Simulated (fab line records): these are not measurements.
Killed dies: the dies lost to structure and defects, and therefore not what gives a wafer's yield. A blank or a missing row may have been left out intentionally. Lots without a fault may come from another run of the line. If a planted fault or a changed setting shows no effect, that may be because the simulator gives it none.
fab line records	flow nand_harc
[record] lots = 14	wafers = 42	last_day = 25
route steps=1159 shown A_CHANNEL_HOLE_D1@451 A_BONDPAD@1093 THIN_TSV@1122 END@1159
lots untouched by any fault: they come from a run of this same line in which no faults occurred
start_h: start of the lot's first displayed wafer, in hours after the record's first day	wait_h: hours from the lot's prior step to this one	" identical to the entry in the row above	L1.1+2: one row covering several wafers at once	- no value present, or no start provided	* or withheld: withheld	< > ~ a bound
route shown NAME@n: a module of which the file shows steps, and the number in the route of the first	usual: mean and standard deviation over wafers with no fault	same: alike in all rows	chamber/n: place in a boat	sites: readings site by site	_std_site: the values' standard deviation	_edge_site: outer sites' mean less inner sites'	radius_mm: how far each site lies from the wafer's centre	mask NAME#n: copy n	behind: the last tool/chamber to shape the wafer	hold: what put the lot on hold/how long, in hours/how the hold closed	device: names the non-switching transistor (n, p or np)	end of line: the route-end tests of the same wafers	a step without rows: its recipe alone	killed: dies that structure and defects cost at the first sort, which is not the same as the wafer's yield	map: dies across one wafer; x = killed, . = not, _ = none there
set.NAME: setting as actually run; set.NAME@STEP: the setting as run at that earlier step	model.NAME: the simulator's own value behind a step, which no gauge read
the route's steps for a sample of lots (tables are steps, rows are wafers)
services: a tool's chamber out of use, with start hour (start_h, from the record's first day; less than 0 if before it), hours out, and reason
[[steps]]
[step NHARC_A_CHANNEL_HOLE_D1_DEP_01]
[recipe] target_thk_a = 1400	target_thk_nm = 140	temp_c = 400	pressure_torr = 3.5	flow_sccm = 200	rf_w = 350	material = SiON
[usual] chamber_pressure_Torr = 3.498/0.0084	heater_power_w = 727/94
lot.wafer	tool	chamber	start_h	wait_h	chamber_pressure_Torr	heater_power_w
L414.1	pecvd-04	0	172.48	1.7	3.495	763
L414.5	"	1	"	"	3.499	897
L414.4	"	0	"	"	3.504	766
L417.3	pecvd-02	1	186.76	1.0	3.512	765
L417.4	"	0	"	"	3.510	740
L417.6	"	2	"	"	3.496	888
L416.2	pecvd-04	1	191.75	1.3	3.501	943
L416.1	"	2	"	"	3.494	571
L416.6	"	0	"	"	3.501	688
L415.2	pecvd-04	2	192.68	1.4	3.497	602
L415.4	"	0	"	"	3.503	777
L415.6	"	1	"	"	3.504	963
L418.3	pecvd-03	2	194.66	1.0	3.491	582
L418.4	"	1	"	"	3.498	687
L418.5	"	2	"	"	3.508	580
L420.1	pecvd-02	0	202.42	1.7	3.491	682
L420.2	"	1	"	"	3.488	694
L420.3	"	2	"	"	3.504	941
L422.3	pecvd-04	2	216.39	1.0	3.492	648
L422.2	"	1	"	"	3.496	757
L422.6	"	1	"	"	3.499	751
L421.1	pecvd-04	2	216.56	1.7	3.501	610
L421.6	"	2	"	"	3.500	623
L421.4	"	1	"	"	3.491	821
L424.1	pecvd-04	0	230.63	1.6	3.488	740
L424.4	"	2	"	"	3.512	649
L424.6	"	1	"	"	3.495	809
L428.3	pecvd-04	0	258.50	1.0	3.500	683
L428.4	"	1	"	"	3.498	824
L428.5	"	2	"	"	3.485	619
L430.1	pecvd-04	2	268.32	1.7	3.496	662
L430.3	"	0	"	"	3.505	723
L430.6	"	0	"	"	3.507	739
L432.3	pecvd-03	1	274.09	1.0	3.506	655
L432.2	"	0	"	"	3.498	759
L432.6	"	1	"	"	3.505	666
L437.3	pecvd-02	1	313.46	1.0	3.507	747
L437.4	"	0	"	"	3.494	725
L437.6	"	1	"	"	3.491	771
L436.3	pecvd-03	0	313.84	1.1	3.498	822
L436.4	"	1	"	"	3.512	669
L436.5	"	1	"	"	3.502	667
[step NHARC_A_BONDPAD_INSPECT_23]
[usual] raw_defect_count = 481/180
lot.wafer	tool	chamber	start_h	wait_h	raw_defect_count
L414.1	defect_inspect-02	-	406.09	0.0	322
L414.4	"	-	"	"	362
L414.5	"	-	"	"	436
L417.3	defect_inspect-01	-	412.02	0.0	651
L417.4	"	-	"	"	750
L417.6	"	-	"	"	1701
L416.1	defect_inspect-01	-	413.12	0.0	300
L416.2	"	-	"	"	532
L416.6	"	-	"	"	332
L415.2	defect_inspect-02	-	414.47	0.0	526
L415.4	"	-	"	"	468
L415.6	"	-	"	"	436
L418.3	defect_inspect-02	-	417.77	0.0	556
L418.4	"	-	"	"	749
L418.5	"	-	"	"	442
L420.1	defect_inspect-01	-	436.26	0.0	548
L420.2	"	-	"	"	684
L420.3	"	-	"	"	446
L421.1	defect_inspect-02	-	444.65	0.0	445
L421.4	"	-	"	"	279
L421.6	"	-	"	"	388
L422.2	defect_inspect-02	-	454.54	0.0	546
L422.3	"	-	"	"	326
L422.6	"	-	"	"	412
L424.4	defect_inspect-01	-	460.38	0.0	446
L424.6	"	-	"	"	334
L428.4	defect_inspect-01	-	509.97	0.0	420
L428.5	"	-	"	"	461
L430.1	defect_inspect-01	-	521.61	0.0	254
L432.2	defect_inspect-01	-	522.87	0.0	1005
L432.3	"	-	"	"	492
L432.6	"	-	"	"	608
L437.3	defect_inspect-02	-	541.26	0.0	752
L437.4	"	-	"	"	604
L437.6	"	-	"	"	805
L436.3	defect_inspect-01	-	552.96	0.0	357
L436.4	"	-	"	"	507
L436.5	"	-	"	"	459
[step NHARC_THIN_TSV_STRIP_45]
[recipe] power_w = 1500	temp_c = 250	chemistry = O2
[usual] drypump_motor_current_A = 5.8/0.47	heater_power_w = 337/25
lot.wafer	tool	chamber	start_h	wait_h	drypump_motor_current_A	heater_power_w	rf_hours_counter_h
L417.4	plasma_asher-02	0	422.63	0.2	5.8	349	-
L417.3	"	1	"	"	5.3	373	-
L417.6	"	0	"	"	5.8	342	-
L414.1	plasma_asher-01	0	423.96	0.1	6.6	335	50
L414.4	"	1	"	"	5.7	324	-
L414.5	"	1	"	"	5.8	330	-
L416.1	plasma_asher-02	0	426.83	0.1	5.8	331	19
L416.2	"	1	"	"	5.3	378	19
L416.6	"	0	"	"	5.8	335	-
L415.2	plasma_asher-02	0	428.03	0.1	5.9	341	19
L415.4	"	1	"	"	5.3	372	-
L415.6	"	0	"	"	5.9	336	-
L418.3	plasma_asher-01	0	435.89	0.2	6.6	317	-
L418.4	"	1	"	"	5.8	334	-
L418.5	"	1	"	"	5.7	323	-
L420.2	plasma_asher-02	0	449.22	0.1	5.8	339	26
L420.1	"	1	"	"	5.3	367	26
L420.3	"	0	"	"	5.8	335	-
L421.1	plasma_asher-02	0	461.73	1.0	5.8	343	35
L421.4	"	0	"	"	5.8	333	-
L421.6	"	0	"	"	5.8	335	-
L422.2	plasma_asher-02	1	468.55	0.1	5.3	365	36
L422.3	"	0	"	"	5.8	344	-
L422.6	"	1	"	"	5.3	375	-
L424.4	plasma_asher-01	0	476.76	0.2	6.6	322	-
L424.6	"	0	"	"	6.6	318	-
L428.4	plasma_asher-02	1	522.20	0.4	5.3	372	-
L428.5	"	0	"	"	5.9	330	-
L430.1	plasma_asher-02	0	535.19	0.1	5.8	338	56
L432.2	plasma_asher-01	0	538.16	0.7	6.6	319	23
L432.3	"	0	"	"	6.6	321	-
L432.6	"	0	"	"	6.6	314	-
L437.3	plasma_asher-02	0	557.81	0.2	5.8	360	-
L437.4	"	1	"	"	5.3	371	-
L437.6	"	1	"	"	5.3	366	-
L436.4	plasma_asher-01	1	577.49	0.2	5.7	305	-
L436.3	"	0	"	"	6.6	320	-
L436.5	"	0	"	"	6.6	318	-
[step NHARC_THIN_TSV_INSPECT_40]
[usual] raw_defect_count = 467/110
lot.wafer	tool	chamber	start_h	wait_h	raw_defect_count
L414.1	defect_inspect-01	-	433.45	0.4	479
L414.4	"	-	"	"	513
L414.5	"	-	"	"	572
L417.3	defect_inspect-02	-	433.45	0.4	330
L417.4	"	-	"	"	305
L417.6	"	-	"	"	382
L416.1	defect_inspect-02	-	437.58	0.4	397
L416.2	"	-	"	"	424
L416.6	"	-	"	"	352
L415.2	defect_inspect-01	-	437.58	0.4	476
L415.4	"	-	"	"	522
L415.6	"	-	"	"	483
L418.3	defect_inspect-02	-	447.37	0.4	384
L418.4	"	-	"	"	471
L418.5	"	-	"	"	444
L420.1	defect_inspect-02	-	460.68	0.4	368
L420.2	"	-	"	"	386
L420.3	"	-	"	"	399
L421.1	defect_inspect-02	-	472.22	0.4	510
L421.4	"	-	"	"	384
L421.6	"	-	"	"	416
L422.2	defect_inspect-02	-	479.16	0.4	457
L422.3	"	-	"	"	427
L422.6	"	-	"	"	424
L424.4	defect_inspect-01	-	485.80	0.4	428
L424.6	"	-	"	"	455
L428.4	defect_inspect-01	-	531.45	0.4	442
L428.5	"	-	"	"	598
L430.1	defect_inspect-01	-	546.60	0.4	482
L432.2	defect_inspect-01	-	551.25	0.4	392
L432.3	"	-	"	"	393
L432.6	"	-	"	"	420
L437.3	defect_inspect-02	-	569.33	0.4	476
L437.4	"	-	"	"	513
L437.6	"	-	"	"	466
L436.3	defect_inspect-02	-	587.13	0.4	431
L436.4	"	-	"	"	511
L436.5	"	-	"	"	437
[step NHARC_END_SORT_01]
[recipe] temp_c = 25
[usual] killed_at_array = 27/11	killed_at_other = 0.7/0.93	killed_at_periphery = 2.9/1.9	killed_dies = 30/11	killed_open = 3.1/1.7	killed_short = 1.9/1.3
[same] gross_dies = 677
lot.wafer	tool	chamber	start_h	wait_h	hold	killed_at_array	killed_at_other	killed_at_periphery	killed_dies	killed_open	killed_short
L415.2	prober-01	0	445.19	2.8	-	30	1	4	35	2	2
L415.4	prober-01	0	446.78	3.4	-	38	1	6	45	4	1
L415.6	prober-01	0	448.38	4.0	-	40	0	3	43	2	2
L418.3	prober-01	0	453.75	3.1	-	11	0	3	14	4	3
L418.4	prober-01	0	454.54	3.4	-	8	0	3	11	4	1
L418.5	prober-01	0	455.34	3.7	-	12	0	4	16	5	3
L421.1	prober-02	0	475.34	2.6	-	26	1	2	29	2	1
L421.4	prober-02	0	477.78	3.5	-	23	2	3	28	1	2
L421.6	prober-02	0	479.41	4.1	-	28	1	5	34	6	2
L422.2	prober-01	0	483.02	2.8	-	43	0	2	45	2	1
L422.3	prober-01	0	483.83	3.1	-	34	0	1	35	4	2
L422.6	prober-01	0	486.26	4.1	-	30	0	1	31	0	3
L424.1	prober-01	0	490.04	2.5	await_dispo/4.1h/release	673	0	0	673	3	2
L424.4	prober-01	0	492.44	3.4	await_dispo/4.1h/release	24	0	0	24	2	3
L424.6	prober-01	0	494.04	4.0	await_dispo/4.1h/release	37	0	0	37	4	4
L428.3	prober-01	0	536.01	3.0	await_dispo/2.0h/release	669	0	0	669	1	3
L428.4	prober-01	0	536.80	3.4	await_dispo/2.0h/release	25	1	0	26	2	0
L428.5	prober-01	0	537.59	3.7	await_dispo/2.0h/release	43	2	1	46	1	6
L430.1	prober-01	0	549.60	2.5	await_dispo/2.5h/release	27	1	2	30	3	2
L430.3	prober-01	0	551.18	3.1	await_dispo/2.5h/release	671	0	1	672	3	0
L430.6	prober-01	0	553.55	3.9	await_dispo/2.5h/release	673	0	0	673	1	1
// killed by level:class
L415.2 A_CHANNEL_HOLE_D1:chamber_film_flake=11 A_STAIRCASE:chamber_film_flake=7 A_SLIT:chamber_film_flake=7 P_STI:chamber_film_flake=3 A_CONTACT:chamber_film_flake=2 A_CONTACT:geometric_particle:open=1 A_M0:geometric_particle:open=1 A_M0:geometric_particle:short=1
L415.4 A_SLIT:chamber_film_flake=14 A_CHANNEL_HOLE_D1:chamber_film_flake=13 A_STAIRCASE:chamber_film_flake=6 P_GATE:chamber_film_flake=3 P_STI:chamber_film_flake=2 P_CONTACT:geometric_particle:open=1 A_ONON_D1:geometric_particle:open=1 A_CHANNEL_FILL_D1:geometric_particle:open=1
L415.6 A_SLIT:chamber_film_flake=15 A_CHANNEL_HOLE_D1:chamber_film_flake=13 A_STAIRCASE:chamber_film_flake=7 P_STI:chamber_film_flake=2 A_SOURCE_PLATE:geometric_particle:short=1 A_ONON_D1:geometric_particle:short=1 A_CHANNEL_FILL_D1:geometric_particle:open=1 A_CONTACT:geometric_particle:open=1
L418.3 A_CONTACT:chamber_film_flake=3 P_M2:geometric_particle:open=2 A_ONON_D1:geometric_particle:short=2 A_STAIRCASE:chamber_film_flake=2 P_M1:geometric_particle:open=1 A_WL_FILL:geometric_particle:short=1 A_CONTACT:geometric_particle:open=1 A_CHANNEL_HOLE_D1:chamber_film_flake=1
L418.4 P_GATE:chamber_film_flake=2 P_CONTACT:geometric_particle:open=1 A_CHANNEL_HOLE_D1:geometric_particle:short=1 A_CHANNEL_HOLE_D1:geometric_particle:open=1 A_CONTACT:geometric_particle:open=1 A_M0:geometric_particle:open=1 A_CHANNEL_HOLE_D1:chamber_film_flake=1 A_STAIRCASE:chamber_film_flake=1
L418.5 A_ONON_D1:geometric_particle:short=2 P_GATE:chamber_film_flake=2 A_CHANNEL_HOLE_D1:chamber_film_flake=2 A_STAIRCASE:chamber_film_flake=2 P_CONTACT:geometric_particle:open=1 P_M2:geometric_particle:open=1 A_ONON_D1:geometric_particle:open=1 A_SGD_CUT:geometric_particle:open=1
L421.1 A_STAIRCASE:chamber_film_flake=7 A_CONTACT:chamber_film_flake=7 A_BLC:chamber_film_flake=5 A_CHANNEL_HOLE_D1:chamber_film_flake=4 P_M1:chamber_film_flake=2 A_ONON_D1:geometric_particle:short=1 A_CHANNEL_HOLE_D1:geometric_particle:open=1 A_CONTACT:geometric_particle:open=1
L421.4 A_CONTACT:chamber_film_flake=6 A_BLC:chamber_film_flake=5 A_STAIRCASE:chamber_film_flake=4 A_WL_FILL:chamber_film_flake=3 A_CHANNEL_HOLE_D1:chamber_film_flake=2 THIN_TSV:chamber_film_flake=2 A_WL_FILL:geometric_particle:short=1 A_WL_FILL:geometric_particle:open=1
L421.6 A_STAIRCASE:chamber_film_flake=9 A_CONTACT:chamber_film_flake=8 A_CHANNEL_HOLE_D1:chamber_film_flake=4 A_CONTACT:geometric_particle:open=2 P_STI:chamber_film_flake=2 A_BLC:chamber_film_flake=2 P_STI:geometric_particle:open=1 P_GATE:geometric_particle:short=1
L422.2 A_SLIT:chamber_film_flake=16 A_CHANNEL_HOLE_D1:chamber_film_flake=14 A_STAIRCASE:chamber_film_flake=9 A_CONTACT:chamber_film_flake=3 P_CONTACT:geometric_particle:open=1 P_M0:geometric_particle:open=1 A_CONTACT:geometric_particle:short=1
L422.3 A_SLIT:chamber_film_flake=10 A_CHANNEL_HOLE_D1:chamber_film_flake=9 A_STAIRCASE:chamber_film_flake=6 A_CONTACT:chamber_film_flake=2 P_CONTACT:geometric_particle:open=1 A_SOURCE_PLATE:geometric_particle:short=1 A_SOURCE_PLATE:geometric_particle:open=1 A_CHANNEL_FILL_D1:geometric_particle:open=1
L422.6 A_CHANNEL_HOLE_D1:chamber_film_flake=11 A_STAIRCASE:chamber_film_flake=7 A_SLIT:chamber_film_flake=6 A_ZERO_WELL:chamber_film_flake=2 P_ZERO_WELL:geometric_particle:short=1 A_SOURCE_PLATE:geometric_particle:short=1 A_ONON_D1:geometric_particle:short=1 A_WL_FILL:chamber_film_flake=1
L424.1 A_CHANNEL_HOLE_D1:area_dep=643 A_CHANNEL_HOLE_D1:chamber_film_flake=11 A_STAIRCASE:chamber_film_flake=9 A_CHANNEL_FILL_D1:geometric_particle:short=2 A_CONTACT:chamber_film_flake=2 A_ONON_D1:geometric_particle:open=1 A_CHANNEL_FILL_D1:geometric_particle:open=1 A_BLC:geometric_particle:open=1
L424.4 A_CHANNEL_HOLE_D1:chamber_film_flake=10 A_STAIRCASE:chamber_film_flake=6 A_BLC:chamber_film_flake=2 A_CHANNEL_FILL_D1:geometric_particle:short=1 A_SGD_CUT:geometric_particle:short=1 A_WL_FILL:geometric_particle:open=1 A_CONTACT:geometric_particle:short=1 A_BLC:geometric_particle:open=1
L424.6 A_STAIRCASE:chamber_film_flake=13 A_CHANNEL_HOLE_D1:chamber_film_flake=12 A_CONTACT:geometric_particle:short=2 A_WL_FILL:chamber_film_flake=2 A_STAIRCASE:geometric_particle:short=1 A_SGD_CUT:geometric_particle:open=1 A_WL_FILL:geometric_particle:open=1 A_M0:geometric_particle:open=1
L428.3 A_CHANNEL_HOLE_D1:area_dep=646 A_CHANNEL_HOLE_D1:chamber_film_flake=14 A_WL_FILL:geometric_particle:short=2 A_ZERO_WELL:chamber_film_flake=2 A_CONTACT:chamber_film_flake=2 A_STAIRCASE:geometric_particle:short=1 A_CONTACT:geometric_particle:open=1 A_WL_FILL:chamber_film_flake=1
L428.4 A_CHANNEL_HOLE_D1:chamber_film_flake=18 A_CONTACT:chamber_film_flake=3 A_STAIRCASE:chamber_film_flake=2 A_WL_FILL:geometric_particle:open=1 A_CONTACT:geometric_particle:open=1 THIN_TSV:chamber_film_flake=1
L428.5 A_CHANNEL_HOLE_D1:chamber_film_flake=21 A_CONTACT:chamber_film_flake=12 A_WL_FILL:geometric_particle:short=2 THIN_TSV:chamber_film_flake=2 P_M0:geometric_particle:short=1 A_SOURCE_PLATE:geometric_particle:short=1 A_ONON_D1:geometric_particle:open=1 A_CHANNEL_FILL_D1:geometric_particle:short=1
L430.1 A_SLIT:chamber_film_flake=11 A_CHANNEL_HOLE_D1:chamber_film_flake=4 A_CONTACT:geometric_particle:open=3 A_CONTACT:chamber_film_flake=3 A_M1:chamber_film_flake=3 A_ONON_D1:geometric_particle:short=1 A_WL_FILL:geometric_particle:short=1 P_GATE:chamber_film_flake=1
L430.3 A_CHANNEL_HOLE_D1:area_dep=634 A_SLIT:chamber_film_flake=21 A_CHANNEL_HOLE_D1:chamber_film_flake=5 A_M1:chamber_film_flake=5 A_CONTACT:chamber_film_flake=3 P_GATE:geometric_particle:open=1 A_CONTACT:geometric_particle:open=1 A_M0:geometric_particle:open=1
L430.6 A_CHANNEL_HOLE_D1:area_dep=646 A_SLIT:chamber_film_flake=12 A_CHANNEL_HOLE_D1:chamber_film_flake=6 A_CONTACT:chamber_film_flake=3 A_M1:chamber_film_flake=3 A_ONON_D1:geometric_particle:short=1 A_CONTACT:geometric_particle:open=1 A_STAIRCASE:chamber_film_flake=1
[[services]]
tool	chamber	start_h	hours	kind
pecvd-02	-	153.28	13.0	pm
plasma_asher-02	-	183.08	9.0	pm
pecvd-04	-	195.00	13.0	pm
plasma_asher-02	-	200.75	1.5	repair
pecvd-02	0	209.19	7.2	repair
pecvd-02	2	244.55	15.1	repair
pecvd-04	2	263.12	3.9	repair
pecvd-02	-	263.81	1.2	repair
plasma_asher-01	-	276.05	9.0	pm
plasma_asher-02	-	283.88	3.5	repair
pecvd-03	-	292.12	13.0	pm
pecvd-02	-	334.28	13.0	pm
plasma_asher-01	-	340.79	3.9	repair
pecvd-04	0	348.76	6.6	repair
plasma_asher-02	-	360.08	9.0	pm
pecvd-04	-	376.10	13.0	pm
pecvd-04	-	421.00	1.4	repair
pecvd-03	-	442.50	0.2	repair
pecvd-04	-	448.93	0.4	repair
plasma_asher-01	-	453.05	9.0	pm
pecvd-04	1	523.87	9.4	repair
plasma_asher-02	-	537.08	9.0	pm
pecvd-04	-	557.10	13.0	pm
pecvd-04	0	570.51	1.9	repair
[[key]]
[first_sign] step = NHARC_END_SORT_01	reading = killed_at_array	direction = up	sigmas = 59	usual = 27	struck = 672
[effect] step = NHARC_END_SORT_01	reading = killed_dies	direction = up	sigmas = 57	usual = 30	struck = 672
[more_kills_born_at] NHARC_A_CHANNEL_HOLE_D1_DEP_01@pecvd-04 = 2569
met_at NHARC_A_CHANNEL_HOLE_D1_DEP_01
struck_lots L424,L428,L430
struck_wafers L424.1,L428.3,L430.3,L430.6
later_rows_left_out L424.1,L428.3,L430.3,L430.6
tester_left_out L424,L428,L430
not_acting_at NHARC_A_BONDPAD_INSPECT_23,NHARC_THIN_TSV_STRIP_45,NHARC_THIN_TSV_INSPECT_40
onset_between 192.68 230.63
[fault] kind = process_parameter_drift	tool = pecvd-04	chamber = 0	onset_h = 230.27	steps = NHARC_A_CHANNEL_HOLE_D1_DEP_01	channel = target_thk_a	offset = *	shape = step	end_h = 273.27	acts_in = *	stated = *
// tester_left_out: of these lots the tester's yield and bins aren't shown, on N5 and GAA mostly nor the transistor test; their killed dies are dies lost to structure and defects alone, not to doping, threshold or leakage, so they don't give the yield
// later_rows_left_out: the simulator's readings of these wafers behind a module that went badly wrong aren't trusted and aren't shown, but for the sort
